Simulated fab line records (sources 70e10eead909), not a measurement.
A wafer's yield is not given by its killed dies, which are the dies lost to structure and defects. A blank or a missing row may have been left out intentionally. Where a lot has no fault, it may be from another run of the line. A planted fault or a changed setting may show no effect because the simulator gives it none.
2 desks, one fault	flow nandHarc	each desk holds nothing but its own numbers, with what lay behind them at the end

== AT THE TOOL OWNER'S DESK: plasmaAsher-01 ==
The tool's own readings at NHARC_THIN_TSV_STRIP_56 (strips in O2): means of the sampled wafers that have a number, for each lot that ran on this tool. Any lot whose mean is over 4 standard deviations away from the usual mean is out of limits and marked OUT; that distance is given in the brackets.
Columns: A = drypumpMotorCurrentA at NHARC_THIN_TSV_STRIP_56, usual 5.77 A; B = heaterPowerW at NHARC_THIN_TSV_STRIP_56, usual 337 W
lot	first seen here	A	B
L722	day 19 03:02	5.74	371
L723	day 19 05:42	5.75	331
L725	day 19 11:52	5.74	351
L727	day 20 10:56	5.79	328
L738	day 23 13:46	5.75	341
L740	day 23 20:03	5.75	358
This desk's verdict: no lot among the 6 shows anything out of limits.

== THE DEFECT DESK ==
Counts from the inspections along the route, per lot, as means over the sampled wafers that have a number. Any lot whose mean is over 4 standard deviations away from the usual mean is out of limits and marked OUT; that distance is given in the brackets.
Columns: A = rawDefectCount at NHARC_THIN_TSV_INSPECT_40, usual 477
lot	first seen here	A
L722	day 19 08:17	458
L723	day 19 08:17	620
L725	day 19 17:07	487
L726	day 20 06:50	459
L727	day 20 16:09	503
L734	day 21 19:15	483
L733	day 21 19:16	541
L738	day 23 16:53	1427 (+10) OUT
L740	day 24 01:00	995 (+5.7) OUT
L743	day 24 14:50	476
L742	day 25 15:52	600
This desk finds L738, L740 out of limits, L738 being first, at day 23 16:53 (rawDefectCount at NHARC_THIN_TSV_INSPECT_40). L722, L723, L725, L726, L727, L734, L733, L743, L742 stayed within limits.

== BROUGHT TOGETHER ==
The defect desk could have raised an alarm at day 23 16:53, on L738, L740.
The desk of the tool owner found nothing out of limits.
Tool owner's desk: L738, L740 on record, inside its limits.
All the named lots went through NHARC_THIN_TSV_STRIP_56 on plasmaAsher-01.

== WHAT THE SIMULATOR PUT IN ==
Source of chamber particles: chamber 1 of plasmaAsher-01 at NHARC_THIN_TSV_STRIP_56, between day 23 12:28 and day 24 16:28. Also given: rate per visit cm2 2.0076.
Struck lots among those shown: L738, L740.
Hours from the fault's start to each desk's first reading out of limits: the defect desk, 4.
